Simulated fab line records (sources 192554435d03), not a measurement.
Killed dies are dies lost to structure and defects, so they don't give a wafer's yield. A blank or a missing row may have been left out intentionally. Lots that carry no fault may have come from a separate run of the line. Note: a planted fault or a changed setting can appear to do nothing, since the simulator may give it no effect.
The tool behind it: which one? | flow n5_finfet | 27 wafers from 9 lots sampled at 3 of the route's 1938 steps

## WHAT EACH GAUGE READ, for each wafer
N5_BEOL_M5_OCD_MEAS_38.
lot  | measured     | on     | trench_depth_nm (nm)
L730 | day 8 09:55  | ocd-01 | 70.8 72.1 71.6
L731 | day 8 19:10  | ocd-01 | 70.6 69.5 69.6
L732 | day 9 03:26  | ocd-01 | 71.0 70.8 71.0
L738 | day 10 08:04 | ocd-02 | 71.9 67.1 71.8
L739 | day 11 02:40 | ocd-01 | 71.5 67.5 72.1
L746 | day 12 13:59 | ocd-01 | 70.9 69.8 69.3
L750 | day 13 22:24 | ocd-02 | 69.7 70.1 74.8
L751 | day 14 01:52 | ocd-01 | 69.7 75.0 69.1
L752 | day 14 13:44 | ocd-01 | 69.8 70.7 70.4

## WHAT TOOL EACH LOT RAN ON (gives the tool, then ch and the chambers of the sampled wafers, and finally the start)
lot  | N5_BEOL_M5_STRIP_19                | N5_BEOL_M5_TRENCH_ETCH_37
L730 | rie_diel-04 ch 0,1,3, day 8 08:53  | rie_diel-06 ch 0,1,3, day 8 09:46
L731 | rie_diel-01 ch 0,2,3, day 8 18:07  | rie_diel-01 ch 0,2, day 8 19:01
L732 | rie_diel-01 ch 0,1, day 8 23:47    | rie_diel-04 ch 0,1,3, day 9 03:17
L738 | rie_diel-01 ch 0,1,3, day 10 06:02 | rie_diel-04 ch 1,2,3, day 10 07:55
L739 | rie_diel-04 ch 1,2,3, day 11 01:31 | rie_diel-04 ch 0,2,3, day 11 02:30
L746 | rie_diel-04 ch 0,3, day 12 11:34   | rie_diel-01 ch 1,2, day 12 13:50
L750 | rie_diel-06 ch 0,1,2, day 13 19:38 | rie_diel-04 ch 1,2,3, day 13 22:15
L751 | rie_diel-06 ch 0,1, day 13 23:20   | rie_diel-04 ch 0,1,2, day 14 01:43
L752 | rie_diel-01 ch 0,3, day 14 12:16   | rie_diel-04 ch 0,2, day 14 13:35
- N5_BEOL_M5_STRIP_19: strips in O2.
- N5_BEOL_M5_TRENCH_ETCH_37: etches SiCOH lowk in C4F6/O2, target depth 71.652 nm, time 24.7 s.

## THE ANSWER, worked out from the rows above alone
Rule: the usual values come from the lots themselves. The widest of any qualifying gaps counts: lots, ordered by their means at a reading, are off when they make up no more than a third of the lots, leave a main group of 4 or more, and stand apart from it by 3 or more times the standard deviation of that group's means. A main group whose means are all the same, to the digits that the tables above print for the reading, isn't used. Also off: a lot with no number at a reading for which 4 or more lots have one. The other lots that the step has rows for count as sound.
Nothing can be told from this: no lot is off at any reading shown.

## WHAT HAD BEEN PUT IN BY THE SIMULATOR
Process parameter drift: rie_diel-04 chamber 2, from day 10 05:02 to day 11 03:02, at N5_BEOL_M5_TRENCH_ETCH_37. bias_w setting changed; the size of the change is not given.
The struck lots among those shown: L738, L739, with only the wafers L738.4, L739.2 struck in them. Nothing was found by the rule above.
